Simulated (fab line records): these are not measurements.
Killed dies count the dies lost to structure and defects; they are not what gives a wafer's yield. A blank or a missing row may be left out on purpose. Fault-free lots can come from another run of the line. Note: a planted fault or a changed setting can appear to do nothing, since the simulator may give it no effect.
The tool behind it: which one? ; flow nand-harc ; 24 lots with 72 wafers sampled at 4 steps, on a route of 1159 steps

== WHAT EACH GAUGE READ, for each wafer ==
NHARC_P_CONTACT_CD_MEAS_19. Usual: cd-nm 88.6 nm, standard deviation 2.2.
lot;measured;on;cd-nm (nm);flag
L074;day 5 06:58;cd-sem-03;85.8 90.4 92.0;
L075;day 5 16:47;cd-sem-01;86.8 88.1 89.2;
L077;day 6 08:27;cd-sem-01;84.7 89.6 88.6;
L076;day 6 11:15;cd-sem-02;86.2 90.3 83.6;
L079;day 6 14:56;cd-sem-03;87.9 87.4 85.5;
L078;day 6 16:35;cd-sem-01;89.3 84.8 88.5;
L081;day 7 06:05;cd-sem-03;89.3 91.2 91.5;
L080;day 7 06:28;cd-sem-02;89.3 88.2 89.5;
L082;day 7 22:53;cd-sem-02;89.1 89.4 90.6;
L083;day 8 03:34;cd-sem-03;85.4 86.9 88.3;
L084;day 8 07:32;cd-sem-02;89.1 86.3 86.1;
L087;day 9 05:55;cd-sem-01;86.5 86.9 87.8;
L086;day 9 08:03;cd-sem-03;89.6 92.4 90.4;
L088;day 9 13:25;cd-sem-03;89.3 88.8 88.9;
L085;day 9 08:56;cd-sem-02;86.7 88.3 89.8;
L089;day 9 17:45;cd-sem-01;91.7 87.8 88.7;
L090;day 9 21:08;cd-sem-03;87.6 89.1 89.7;
L092;day 10 02:20;cd-sem-01;86.6 91.1 91.5;
L091;day 10 03:17;cd-sem-01;85.1 87.5 87.0;
L093;day 10 09:26;cd-sem-01;89.0 92.3 83.6;
L094;day 10 08:49;cd-sem-02;88.7 90.5 88.4;
L095;day 10 21:50;cd-sem-03;86.3 86.8 92.3;
L096;day 11 03:18;cd-sem-02;88.0 90.2 89.6;
L097;day 11 12:25;cd-sem-01;89.5 90.1 90.5;

== WHICH TOOL RAN EACH LOT (tool, then ch and the chambers of the sampled wafers, then the start) ==
lot;NHARC_P_GATE_DEP_103;NHARC_P_GATE_DESCUM_31;NHARC_P_CONTACT_DEP_00
L074;pecvd-03 ch 0,1,2, day 4 08:46;rie-diel-06 ch 0,2,3, day 4 09:43;pecvd-04 ch 1,2, day 5 06:58 or earlier
L075;pecvd-01 ch 0,1,2, day 4 17:58;rie-diel-13 ch 1,2,3, day 4 18:59;pecvd-02 ch 0,1,2, day 5 16:47 or earlier
L077;pecvd-03 ch 0,1,2, day 5 10:41;rie-diel-06 ch 2,3, day 5 11:26;pecvd-04 ch 0,1, day 6 08:27 or earlier
L076;pecvd-01 ch 0,2, day 5 10:47;rie-diel-01 ch 2,3, day 5 11:41;pecvd-02 ch 1,2, day 6 11:15 or earlier
L079;pecvd-04 ch 0,1,2, day 5 16:44;rie-diel-13 ch 0,1, day 5 17:34;pecvd-02 ch 1,2, day 6 14:56 or earlier
L078;pecvd-01 ch 1,2, day 5 16:51;rie-diel-01 ch 1,3, day 5 17:44;pecvd-01 ch 1,2, day 6 16:35 or earlier
L081;pecvd-01 ch 0,2, day 6 08:31;rie-diel-01 ch 0,1,3, day 6 09:11;pecvd-02 ch 0,2, day 7 06:05 or earlier
L080;pecvd-04 ch 0,2, day 6 08:31;rie-diel-13 ch 0,1,2, day 6 09:23;pecvd-04 ch 0,1,2, day 7 06:28 or earlier
L082;pecvd-04 ch 0,1, day 6 21:47;rie-diel-13 ch 1,2, day 6 22:31;pecvd-04 ch 1,2, day 7 22:53 or earlier
L083;pecvd-01 ch 0,1,2, day 7 04:10;rie-diel-06 ch 0,1,2, day 7 04:54;pecvd-04 ch 0,1,2, day 8 03:34 or earlier
L084;pecvd-01 ch 0,2, day 7 04:22;rie-diel-06 ch 0,1,2, day 7 05:14;pecvd-02 ch 0,2, day 8 07:32 or earlier
L087;pecvd-01 ch 0,1,2, day 7 21:50;rie-diel-13 ch 1,2,3, day 7 22:41;pecvd-02 ch 0,1,2, day 9 05:55 or earlier
L086;pecvd-01 ch 1,2, day 7 22:03;rie-diel-13 ch 1,2, day 7 22:57;pecvd-01 ch 0,1, day 9 08:03 or earlier
L088;pecvd-03 ch 1,2, day 7 22:29;rie-diel-06 ch 1,2,3, day 7 23:22;pecvd-02 ch 0,2, day 9 11:02
L085;pecvd-04 ch 0,2, day 7 22:43;rie-diel-13 ch 0,3, day 7 23:37;pecvd-01 ch 1,2, day 9 08:56 or earlier
L089;pecvd-01 ch 0,1, day 8 19:12;rie-diel-06 ch 1,2, day 8 20:01;pecvd-02 ch 0,1,2, day 9 17:45 or earlier
L090;pecvd-03 ch 0,1, day 8 19:19;rie-diel-13 ch 1,3, day 8 20:10;pecvd-04 ch 1,2, day 9 21:08 or earlier
L092;pecvd-01 ch 0,1,2, day 9 02:38;rie-diel-13 ch 1,2, day 9 03:46;pecvd-04 ch 0,1, day 10 02:20 or earlier
L091;pecvd-01 ch 0,1,2, day 9 03:08;rie-diel-06 ch 0,3, day 9 03:55;pecvd-01 ch 0,1,2, day 10 03:17 or earlier
L093;pecvd-03 ch 0,2, day 9 10:02;rie-diel-06 ch 2,3, day 9 10:52;pecvd-04 ch 0,1, day 10 09:26 or earlier
L094;pecvd-03 ch 1,2, day 9 10:10;rie-diel-13 ch 2, day 9 11:02;pecvd-04 ch 0,1,2, day 10 08:49 or earlier
L095;pecvd-01 ch 1,2, day 9 23:13;rie-diel-06 ch 0,1,3, day 10 00:02;pecvd-04 ch 0,1,2, day 10 21:50 or earlier
L096;pecvd-03 ch 0,1,2, day 10 03:31;rie-diel-06 ch 0,1,3, day 10 04:23;pecvd-02 ch 0,1,2, day 11 03:18 or earlier
L097;pecvd-01 ch 0,1, day 10 14:25;rie-diel-13 ch 1,3, day 10 15:09;pecvd-02 ch 0,1,2, day 11 12:25 or earlier
- NHARC_P_GATE_DEP_103: deposits SiON, target thk 30 nm.
- NHARC_P_GATE_DESCUM_31: chemistry O2, time 3 s.
- NHARC_P_CONTACT_DEP_00: deposits SiO2, target thk 500 nm.

== AS READ BY THE TOOLS THEMSELVES (means over the sampled wafers that have a number; for cases with no such wafer, the mark the record gives instead) ==
NHARC_P_GATE_DEP_103. Usual: heater-power-w 723 W, standard deviation 63.
lot;tool;heater-power-w (W);flag
L074;pecvd-03;746;
L075;pecvd-01;700;
L077;pecvd-03;755;
L076;pecvd-01;705;
L079;pecvd-04;766;
L078;pecvd-01;665;
L081;pecvd-01;694;
L080;pecvd-04;742;
L082;pecvd-04;704;
L083;pecvd-01;733;
L084;pecvd-01;761;
L087;pecvd-01;709;
L086;pecvd-01;740;
L088;pecvd-03;843;
L085;pecvd-04;768;
L089;pecvd-01;673;
L090;pecvd-03;685;
L092;pecvd-01;721;
L091;pecvd-01;703;
L093;pecvd-03;748;
L094;pecvd-03;771;
L095;pecvd-01;719;
L096;pecvd-03;721;
L097;pecvd-01;707;

NHARC_P_GATE_DESCUM_31. Usual: drypump-motor-current-A 5.7 A, standard deviation 0.38; oes-product-au 0.998 a.u., standard deviation 0.014; rf-vpp-V 57.8 V, standard deviation 0.77; showerhead-plenum-p-Torr 1.92 Torr, standard deviation 0.062; throttle-valve-pct 11.312 %, standard deviation 0.0093.
lot;tool;drypump-motor-current-A (A);oes-product-au (a.u.);rf-vpp-V (V);showerhead-plenum-p-Torr (Torr);throttle-valve-pct (%);flag
L074;rie-diel-06;6.0;0.982;58.0;1.91;11.313;
L075;rie-diel-13;5.7;1.004;58.4;1.96;11.318;
L077;rie-diel-06;6.2;0.985;58.0;1.90;11.318;
L076;rie-diel-01;5.6;1.020;57.6;2.00;11.309;
L079;rie-diel-13;5.6;1.001;58.0;1.94;11.315;
L078;rie-diel-01;5.5;1.012;57.5;1.93;11.312;
L081;rie-diel-01;5.8;1.019;58.5;1.97;11.327;
L080;rie-diel-13;5.7;0.993;57.9;1.90;11.316;
L082;rie-diel-13;5.7;0.997;57.9;1.95;11.299;
L083;rie-diel-06;5.5;0.981;57.3;1.92;11.314;
L084;rie-diel-06;5.5;0.988;57.2;1.92;11.309;
L087;rie-diel-13;5.7;1.002;57.3;1.95;11.307;
L086;rie-diel-13;5.6;1.006;57.8;1.98;11.306;
L088;rie-diel-06;5.8;0.994;57.4;1.90;11.314;
L085;rie-diel-13;5.8;0.991;57.2;1.89;11.318;
L089;rie-diel-06;5.6;0.989;57.5;1.90;11.319;
L090;rie-diel-13;5.7;1.006;58.2;1.99;11.309;
L092;rie-diel-13;5.8;1.000;58.5;1.94;11.308;
L091;rie-diel-06;6.1;0.987;57.4;1.90;11.314;
L093;rie-diel-06;6.1;0.989;58.2;1.90;11.311;
L094;rie-diel-13;5.8;0.995;57.9;1.90;11.303;
L095;rie-diel-06;5.7;0.994;57.6;1.90;11.318;
L096;rie-diel-06;5.7;0.995;57.3;1.90;11.310;
L097;rie-diel-13;5.6;1.014;57.9;1.99;11.313;

NHARC_P_CONTACT_DEP_00. Usual: heater-power-w 550 W, standard deviation 74; throttle-valve-pct 15.8 %, standard deviation 0.62.
lot;tool;heater-power-w (W);throttle-valve-pct (%);flag
L074;pecvd-04;497;15.5;
L075;pecvd-02;595;15.9;
L077;pecvd-04;492;15.1;
L076;pecvd-02;529;16.1;
L079;pecvd-02;585;16.0;
L078;pecvd-01;549;16.1;
L081;pecvd-02;595;16.3;
L080;pecvd-04;541;15.6;
L082;pecvd-04;538;16.3;
L083;pecvd-04;498;15.7;
L084;pecvd-02;633;16.0;
L087;pecvd-02;586;15.6;
L086;pecvd-01;530;15.9;
L088;pecvd-02;658;16.1;
L085;pecvd-01;509;16.3;
L089;pecvd-02;568;15.8;
L090;pecvd-04;490;15.5;
L092;pecvd-04;537;14.9;
L091;pecvd-01;519;16.3;
L093;pecvd-04;523;15.0;
L094;pecvd-04;549;15.5;
L095;pecvd-04;532;15.6;
L096;pecvd-02;537;15.8;
L097;pecvd-02;561;15.7;

== THE ANSWER, worked out from the rows above alone ==
Rule: a lot is off if the mean of its wafers that have a number lies more than 3 standard deviations from the usual mean. A lot without any number at a reading at which 4 lots or more have one is off too. The other lots that the step has rows for count as sound. Order of review: gauges by route order, followed by the tools' own readings, for which a lot's mean as printed above is used. At the first step where some lot is off, the reading lying furthest off is the one used; lots without a number count as furthest.
No lot is off on any of the readings shown, so nothing can be concluded from this.

== WHAT THE SIMULATOR HAD INSERTED ==
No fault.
